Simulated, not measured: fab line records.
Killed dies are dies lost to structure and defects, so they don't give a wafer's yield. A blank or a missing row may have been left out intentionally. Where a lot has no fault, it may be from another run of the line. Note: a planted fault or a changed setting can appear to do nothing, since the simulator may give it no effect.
Chamber matching | flow nand_harc | NHARC_A_M1_ETCH_35 on rie_diel-07 has 4 sister chambers
The step etches the open film in N2/H2, target depth 40 nm, overetch 12 nm, time 43.94 s. 16 wafers are shown with their chamber, then 8 later ones without.

## EACH WAFER AND ITS CHAMBER
wafer  | chamber | rf_vpp_V (V) | n2_flow_sccm (sccm) | throttle_valve_pct (%)
L076.1 | 0       | 435.3        | 150.0               | 14.180
L076.3 | 2       | 432.6        | 150.1               | 14.167
L076.4 | 3       | 436.3        | 149.9               | 14.155
L079.4 | 2       | 433.3        | 151.1               | 14.180
L079.5 | 3       | 435.7        | 150.0               | 14.168
L079.6 | 2       | 431.2        | 150.3               | 14.179
L078.1 | 1       | 434.1        | 149.9               | 14.164
L078.4 | 0       | 435.1        | 149.5               | 14.175
L078.5 | 1       | 433.2        | 150.3               | 14.168
L084.1 | 0       | 433.6        | 149.7               | 14.172
L084.3 | 3       | 435.7        | 150.4               | 14.178
L084.5 | 3       | 435.1        | 150.3               | 14.178
L081.2 | 1       | 434.1        | 149.6               | 14.167
L081.3 | 0       | 433.1        | 149.1               | 14.174
L081.4 | 2       | 431.3        | 150.6               | 14.169
L086.2 | 2       | 432.2        | 149.6               | 14.175

SIGNATURES (means of the wafers above)
reading            | chamber 0 | chamber 1 | chamber 2 | chamber 3 | scatter within a chamber
rf_vpp_V           | 434.275   | 433.800   | 432.120   | 435.700   | 0.815
n2_flow_sccm       | 149.575   | 149.933   | 150.340   | 150.150   | 0.418
throttle_valve_pct | 14.17525  | 14.16633  | 14.17400  | 14.16975  | 0.00668
Rule: for each reading, subtract the chamber's mean from the wafer's reading, divide by that reading's scatter and square the result; add these up over the readings and take the root, which gives the wafer's distance from the chamber. If the next closest chamber is less than 2 further off than the closest, the wafer can't be placed; otherwise it belongs to the closest. The scatter is the square root of a quotient: the sum, over the shown wafers, of each reading's squared deviation from its chamber's mean, divided by wafers minus chambers.

## WAFERS MISSING THEIR CHAMBER
wafer  | rf_vpp_V (V) | n2_flow_sccm (sccm) | throttle_valve_pct (%)
L086.4 | 434.5        | 150.1               | 14.183
L086.6 | 434.7        | 150.0               | 14.163
L089.2 | 435.0        | 150.3               | 14.170
L089.3 | 432.8        | 149.1               | 14.178
L089.6 | 434.0        | 149.9               | 14.184
L090.1 | 435.1        | 149.9               | 14.178
L090.2 | 433.8        | 150.1               | 14.176
L090.5 | 433.9        | 149.9               | 14.174

## CHAMBER TAKEN BY EACH
wafer  | from the rows above               | in truth
L086.4 | can't be placed: 0 or 3 or 1 or 2 | 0
L086.6 | can't be placed: 1 or 3 or 0      | 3
L089.2 | can't be placed: 3 or 1 or 0      | 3
L089.3 | can't be placed: 0 or 1 or 2      | 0
L089.6 | can't be placed: 0 or 1 or 2 or 3 | 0
L090.1 | can't be placed: 0 or 3 or 1      | 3
L090.2 | can't be placed: 0 or 1 or 2 or 3 | 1
L090.5 | can't be placed: 0 or 1 or 3 or 2 | 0
0 of 8 placed correctly. From these rows, 8 cannot be placed; in 8 the true chamber is one of the candidates. Wrongly placed: 0.
